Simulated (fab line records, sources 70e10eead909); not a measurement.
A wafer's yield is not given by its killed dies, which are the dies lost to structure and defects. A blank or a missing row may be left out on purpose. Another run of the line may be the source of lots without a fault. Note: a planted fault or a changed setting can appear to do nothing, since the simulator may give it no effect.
Chamber matching	flow nand-harc	pecvd-02 running NHARC_P_M0_DEP_32: 3 sister chambers
The step deposits SiCN, target thk 30 nm. 20 wafers are shown with their chamber, then 10 later ones without.

## WAFERS PAIRED WITH THEIR CHAMBERS
wafer	chamber	heater-power-w (W)
L074.1	1	580
L074.3	0	627
L074.5	0	626
L083.1	2	546
L083.5	0	683
L083.6	1	591
L086.1	1	578
L086.2	2	591
L086.4	2	603
L090.2	0	658
L090.4	0	654
L090.6	2	604
L091.1	0	536
L091.2	1	560
L091.4	1	557
L092.3	0	624
L092.4	1	561
L092.5	0	604
L094.2	1	576
L094.3	0	612

SIGNATURES (averages over the wafers above)
reading	chamber 0	chamber 1	chamber 2	scatter within a chamber
heater-power-w	624.89	571.86	586.00	31.7
Rule: a wafer lies at a distance from a chamber equal to the root of the sum of squares, over the readings, of (its reading less the chamber's mean, divided by the reading's scatter). The wafer belongs to the nearest chamber; if the next one is less than 2 further off, it can't be placed. The scatter: take each reading less its chamber's mean, square it, sum over the shown wafers, divide by the number of wafers less the number of chambers, and take the root.

## WAFERS WITHOUT THEIR CHAMBER
wafer	heater-power-w (W)
L094.4	586
L093.2	518
L093.3	558
L093.5	491
L096.1	646
L096.2	498
L096.5	511
L097.2	589
L097.4	539
L097.6	604

## THE CHAMBER EACH PASSED THROUGH
wafer	from the rows above	in truth
L094.4	can't be placed: 2 or 1 or 0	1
L093.2	can't be placed: 1 or 2 or 0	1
L093.3	can't be placed: 1 or 2 or 0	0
L093.5	can't be placed: 1 or 2 or 0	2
L096.1	can't be placed: 0 or 2 or 1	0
L096.2	can't be placed: 1 or 2 or 0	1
L096.5	can't be placed: 1 or 2 or 0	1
L097.2	can't be placed: 2 or 1 or 0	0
L097.4	can't be placed: 1 or 2 or 0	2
L097.6	can't be placed: 2 or 0 or 1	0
Placed correctly: 0 of 10. These rows do not allow placing 10 (true chamber among the candidates in 10). Placed wrongly: 0.
